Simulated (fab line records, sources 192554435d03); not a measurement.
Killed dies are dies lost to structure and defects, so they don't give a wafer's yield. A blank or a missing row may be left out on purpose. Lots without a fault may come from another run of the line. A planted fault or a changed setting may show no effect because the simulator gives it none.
One fault seen from 2 desks | flow n5_finfet | each desk has only its own numbers; what lay behind them comes last

THE DEFECT DESK
What the inspections along the route counted, lot by lot: means of the sampled wafers that have a number. A lot is out of limits, marked OUT, if its mean lies more than 4 standard deviations from the usual mean; the brackets give that distance.
Columns: A = raw_defect_count at N5_FIN_SAQP_INSPECT_18, usual 433; B = raw_defect_count at N5_FIN_SAQP_INSPECT_40, usual 229; C = raw_defect_count at N5_FIN_CUT_INSPECT_10, usual 42
lot  | first seen here | A               | B              | C
L780 | day 2 09:49     | 323             | 227            | 60
L782 | day 2 21:46     | 477             | 351            | 55
L786 | day 4 00:01     | 441             | 257            | 46
L789 | day 4 18:50     | 440             | 208            | 35
L790 | day 5 00:45     | 1525 (+9.1) OUT | 1284 (+16) OUT | 1026 (+89) OUT
L792 | day 5 14:08     | 1245 (+6.8) OUT | 1093 (+14) OUT | 955 (+83) OUT
L794 | day 5 23:33     | 363             | 196            | 35
L797 | day 6 18:04     | 443             | 270            | 37
L800 | day 7 09:20     | 394             | 237            | 44
This desk's finding: out of limits on L790, L792; first on L790, day 5 00:45 (raw_defect_count at N5_FIN_SAQP_INSPECT_18). In limits: L780, L782, L786, L789, L794, L797, L800.

THE TOOL OWNER'S DESK: ald_sin-03
The tool's own readings at N5_FIN_SAQP_ALD_61 (deposits SiO2, target thk 4 nm, pulse time 1 s, purge time 2 s): means of the sampled wafers that have a number, for each lot that ran on this tool. A lot is out of limits, marked OUT, if its mean lies more than 4 standard deviations from the usual mean; the brackets give that distance.
Columns: A = heater_power_outer_w at N5_FIN_SAQP_ALD_61, usual 271 W; B = heater_power_w at N5_FIN_SAQP_ALD_61, usual 472 W; C = precursor_pulse_height_rel at N5_FIN_SAQP_ALD_61, usual 1.001
lot  | first seen here | A   | B   | C
L780 | day 2 08:26     | 273 | 478 | 1.007
L782 | day 2 20:29     | 292 | 497 | 1.004
L789 | day 4 17:33     | 276 | 479 | 1.004
L790 | day 4 23:23     | 277 | 480 | 0.989
L792 | day 5 12:41     | 267 | 477 | 1.014
This desk's finding: nothing out of limits on any of the 5 lots.

PUT TOGETHER
The defect desk could have raised an alarm at day 5 00:45, on L790, L792.
The tool owner's desk saw nothing out of limits.
The tool owner's desk has L790, L792 on record, within its limits.
Of the lots named, all ran N5_FIN_SAQP_ALD_61 on ald_sin-03.

WHAT THE SIMULATOR HAD PUT IN
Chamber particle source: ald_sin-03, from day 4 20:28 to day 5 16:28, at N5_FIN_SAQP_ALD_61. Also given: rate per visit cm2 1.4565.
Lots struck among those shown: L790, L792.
Hours from the fault's start to each desk's first reading out of limits: the defect desk, 4.
